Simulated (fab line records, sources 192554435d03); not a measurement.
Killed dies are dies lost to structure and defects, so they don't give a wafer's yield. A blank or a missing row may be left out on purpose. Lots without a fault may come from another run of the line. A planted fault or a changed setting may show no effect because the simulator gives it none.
Split-lot experiment | flow n5_finfet | 7 lots, 21 wafers read, on a route of 1938 steps

THE SPLIT
At N5_BEOL_M7_DESCUM_33 (chemistry O2, time 7 s), the setting time_s was moved away from the recipe's 7 s on 8 of the 21 wafers read, by -14.7% to +20.1%. The other wafers ran this setting at the recipe's value.

The file shows no step between the split and the reading.

THE READING
CAR-EUV_of_BEOL_M7_COAT_22.thk_nm (the simulator's own value, which no gauge read), in nm, at N5_BEOL_M7_ETCH_72 (etches underlayer in N2/H2, target depth 6.5 nm, time 5.2 s). The file gives no usual value for it. The 13 wafers here that ran the recipe average 20.3 nm, standard deviation 0.092 nm.

wafer  | tool, chamber at the split | time_s as run, s | against the recipe | CAR-EUV_of_BEOL_M7_COAT_22.thk_nm, nm | against lot-mates on the recipe
L080.1 | rie_diel-04, 3             | 7                | recipe             | 20.4                                  | -
L080.6 | rie_diel-04, 3             | 7                | recipe             | 20.4                                  | -
L080.3 | rie_diel-04, 2             | 5.971            | -14.7%             | 20.8                                  | +0.4
L082.2 | rie_diel-04, 2             | 7                | recipe             | 20.4                                  | -
L082.4 | rie_diel-04, 1             | 7                | recipe             | 20.2                                  | -
L082.6 | rie_diel-04, 3             | 8.41             | +20.1%             | 19.6                                  | -0.7
L083.2 | rie_diel-04, 0             | 7                | recipe             | 20.4                                  | -
L083.5 | rie_diel-04, 0             | 7                | recipe             | 20.4                                  | -
L083.3 | rie_diel-04, 3             | 6.424            | -8.2%              | 20.4                                  | +0.0
L084.3 | rie_diel-02, 3             | 7.529            | +7.6%              | 20                                    | -0.4
L084.5 | rie_diel-02, 0             | 7.529            | +7.6%              | 20                                    | -0.4
L084.4 | rie_diel-02, 3             | 7                | recipe             | 20.4                                  | -
L088.1 | rie_diel-04, 1,3           | 7.882            | +12.6%             | 19.8                                  | -0.6
L088.3 | rie_diel-04, 1,3           | 7.882            | +12.6%             | 19.8                                  | -0.6
L088.5 | rie_diel-04, 0             | 7                | recipe             | 20.4                                  | -
L097.1 | rie_diel-04, 3             | 7                | recipe             | 20.4                                  | -
L097.4 | rie_diel-04, 1             | 7                | recipe             | 20.2                                  | -
L097.6 | rie_diel-04, 3             | 7.424            | +6.1%              | 20                                    | -0.3
L096.1 | rie_diel-04, 0             | 7                | recipe             | 20.4                                  | -
L096.2 | rie_diel-04, 3,2           | 7                | recipe             | 20.2                                  | -
L096.5 | rie_diel-04, 3,2           | 7                | recipe             | 20.2                                  | -
Where a row lists several chambers, the file gives one row for several wafers and doesn't say which wafer went through which chamber.

THE FIT
A straight line over all 21 wafers: CAR-EUV_of_BEOL_M7_COAT_22.thk_nm changes by -0.0357 nm for each +1% of time_s; r = -0.94; the points scatter about the line by 0.098 nm.
The same after taking each lot's own level away (the mean of its wafers on the recipe; 21 wafers): -0.0352 nm for each +1%; r = -0.93; scatter 0.1 nm.
On that fit, the largest move of time_s shifts the reading by 0.71 nm.
The lots' own levels span 20.27 to 20.40 nm, that is 1.4 times the standard deviation above.
So the lot-to-lot level changes the slope little: the two slopes agree.
Check: with one of the wafers moved furthest among these (+20.1%) left out of the fit, the line predicts -0.792 nm for it against its lot-mates. It came out at -0.7 nm against them.

OTHER SPLITS ON THESE WAFERS
These wafers also went through other splits before the reading. Each is held against what the fit with the lots' levels taken away leaves over:
other split on the same wafers | wafers away from the commonest value | r with CAR-EUV_of_BEOL_M7_COAT_22.thk_nm (lot level and that fit taken away)
N5_BEOL_M5_COAT_22 spin_rpm    | 6                                    | +0.05

THE WHOLE CHAIN: every reading that the file lists as answering this split, in the file's order
step                 | what it does                                                | reading                                                                            | change (the file's fit)                | r (the file's)
N5_BEOL_M7_DESCUM_33 | chemistry O2, time 7 s                                      | CAR-EUV_of_BEOL_M7_COAT_22.thk_nm (the simulator's own value, which no gauge read) | -0.0349 nm for each +1% of the setting | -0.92
N5_BEOL_M7_ETCH_72   | etches underlayer in N2/H2, target depth 6.5 nm, time 5.2 s | CAR-EUV_of_BEOL_M7_COAT_22.thk_nm (the simulator's own value, which no gauge read) | -0.0344 nm for each +1% of the setting | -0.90

THE FILE'S OWN FIT
CAR-EUV_of_BEOL_M7_COAT_22.thk_nm changes by -0.0344 nm for each +1% of time_s, r = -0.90.
